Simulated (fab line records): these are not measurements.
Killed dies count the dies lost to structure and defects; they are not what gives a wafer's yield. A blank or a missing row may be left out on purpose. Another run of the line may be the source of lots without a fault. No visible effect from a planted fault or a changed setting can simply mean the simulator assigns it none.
Split-lot study + flow n5Finfet + 7 lots, 21 wafers read, on a route of 1938 steps

## ON THE SPLIT
At N5_BEOL_M14_PEB_08 (peb time 90 s), the setting pebTempC was moved away from the recipe's 130 C on 4 of the 21 wafers read, by -2.5% to +2.8%. For the rest of the wafers, this setting stayed at what the recipe calls for.

## FROM THE SPLIT TO THE READING: what the file shows between them, 2 steps
- N5_BEOL_M14_DEVELOP_09: develop time 45 s
- N5_BEOL_M14_HARDBAKE_14: time 120 s

## THE READING
At N5_BEOL_M14_CD_MEAS_10: cdNm in nanometres, against a target cd of 250 nm. Fault-free wafers of this fab line usually give 249.3 nm, standard deviation 1.6 nm.

| wafer  | tool, chamber at the split | pebTempC as run, C | against the recipe | cdNm, nm | against lot-mates on the recipe |
|--------|----------------------------|--------------------|--------------------|----------|---------------------------------|
| L077.1 | lithoTrack-05, 0           | 130                | recipe             | 245.9    | -                               |
| L077.2 | lithoTrack-05, 0           | 130                | recipe             | 248.7    | -                               |
| L077.6 | lithoTrack-05, 0           | 130                | recipe             | 250.4    | -                               |
| L079.2 | lithoTrack-02, 0           | 130                | recipe             | 248.3    | -                               |
| L079.4 | lithoTrack-02, 0           | 133.7              | +2.8%              | 264.3    | +16.0                           |
| L079.6 | lithoTrack-02, 0           | 133.7              | +2.8%              | 266.3    | +18.0                           |
| L080.3 | lithoTrack-05, 0           | 131.5              | +1.2%              | 258.0    | +11.3                           |
| L080.4 | lithoTrack-05, 0           | 130                | recipe             | 240.9    | -                               |
| L080.6 | lithoTrack-05, 0           | 130                | recipe             | 252.5    | -                               |
| L081.1 | lithoTrack-02, 0           | 130                | recipe             | 250.2    | -                               |
| L081.2 | lithoTrack-02, 0           | 130                | recipe             | 252.1    | -                               |
| L081.3 | lithoTrack-02, 0           | 130                | recipe             | 251.0    | -                               |
| L083.1 | lithoTrack-05, 0           | 130                | recipe             | 252.9    | -                               |
| L083.3 | lithoTrack-05, 0           | 126.8              | -2.5%              | 234.4    | -17.5                           |
| L083.6 | lithoTrack-05, 0           | 130                | recipe             | 250.8    | -                               |
| L085.2 | lithoTrack-05, 0           | 130                | recipe             | 238.6    | -                               |
| L085.4 | lithoTrack-05, 0           | 130                | recipe             | 250.7    | -                               |
| L085.6 | lithoTrack-05, 0           | 130                | recipe             | 242.6    | -                               |
| L096.4 | lithoTrack-04, 0           | 130                | recipe             | 247.9    | -                               |
| L096.5 | lithoTrack-04, 0           | 130                | recipe             | 250.0    | -                               |
| L096.6 | lithoTrack-04, 0           | 130                | recipe             | 247.4    | -                               |

THE FIT
A straight line over all 21 wafers: cdNm changes by +6 nm for each +1% of pebTempC; r = +0.86; the points scatter about the line by 3.9 nm.
The same after taking each lot's own level away (the mean of its wafers on the recipe; 21 wafers): +6.48 nm for each +1%; r = +0.92; scatter 3.1 nm.
That fit puts the effect of the largest move of pebTempC on the reading at 18 nm.
The lots' own levels span 243.97 to 251.85 nm, that is 4.9 times the standard deviation above.
The two slopes agree, so the slope changes little with the lot-to-lot level.
Check: with one of the wafers moved furthest among these (+2.8%) left out of the fit, the line predicts +19.7 nm for it against its lot-mates. Against them it came out at +16 nm.

## THE FILE'S OWN FIT
cdNm changes by +6.72 nm for each +1% of pebTempC, r = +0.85.
